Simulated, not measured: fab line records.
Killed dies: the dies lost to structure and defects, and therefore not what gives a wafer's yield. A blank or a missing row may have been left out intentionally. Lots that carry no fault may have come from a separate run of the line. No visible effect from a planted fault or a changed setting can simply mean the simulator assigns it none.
Problem report in the 8D (eight disciplines) form, filled by code ; flow n5Finfet ; the parts of the form that need people (team, actions taken, sign-off) are left out

== 1. PROBLEM STATEMENT ==
Mean of spinSpeedRpm at N5_BEOL_M9_COAT_64: 1599.0 rpm across 9 wafers in 3 lots; on wafers with no fault it is 1500.0 rpm (standard deviation 0.87). That is +99 or more standard deviations from the usual mean.
The step: time 60 s, resist thk 12 nm.
Earliest sighting: wafer L294.2 on lithoTrack-04 at day 12 05:13. At this step, 15 wafers from 5 lots have a number in the record. Rule for "out" (also "out of limits"): further than 4 standard deviations from the usual mean. The other wafers with a number count as sound.

== 2. WHAT IT IS, AND WHAT IT ISN'T ==
question;is;is not
which readings at this step;spinSpeedRpm;exhaustPa, plateTempC
which lots;L294, L295, L299;L290, L308
which wafers of those lots;all that have a number;-
read on which tools;lithoTrack-04;lithoTrack-02
when;from day 12 05:13;"up to then (3 sound wafers); but 3 sound wafers of L308 came after"

== 3. WHAT RULES OUT EACH SUSPECT ==
Counting: any tool at a process step up to the reading is kept as a suspect provided that every lot that is out went through it and no sound lot did after the first of them.
- lithoTrack-04 at N5_BEOL_M9_COAT_64 (time 60 s, resist thk 12 nm): kept. It processed each lot that is out, first L294 at day 12 05:13, and no sound lot thereafter; up to then, the last sound lot it processed was L290 at day 12 00:55. Its own spinSpeedRpm readings are out on those wafers.
Left after counting: lithoTrack-04 at N5_BEOL_M9_COAT_64.

== 4. THE CAUSE (what the simulator had put in) ==
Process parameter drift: lithoTrack-04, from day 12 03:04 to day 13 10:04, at N5_BEOL_M9_COAT_64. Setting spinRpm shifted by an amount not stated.
Counting left only this tool.

== 5. THE CHAIN OF EFFECTS, in route order ==
Each row: a reading whose mean over the struck wafers that have a number lies more than 3 standard deviations from the usual. Readings are gone through only where the record gives a usual standard deviation; hours: the median, over the lots, of the time from a lot's start at the first step in this table giving one to that lot's start at this step; sigmas: the change measured in usual standard deviations.
hours;step;reading;usual;on struck wafers;change;sigmas
0;N5_BEOL_M9_COAT_64;spinSpeedRpm;1500.0 rpm;1599.0;+99.0;+99 or more
It contains these process steps:
- N5_BEOL_M9_COAT_64: time 60 s, resist thk 12 nm.

== 6. WHAT WOULD HAVE CAUGHT IT SOONER ==
First out-of-limits reading in this record: day 12 05:13, which is 2 hours after fault onset at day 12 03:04.
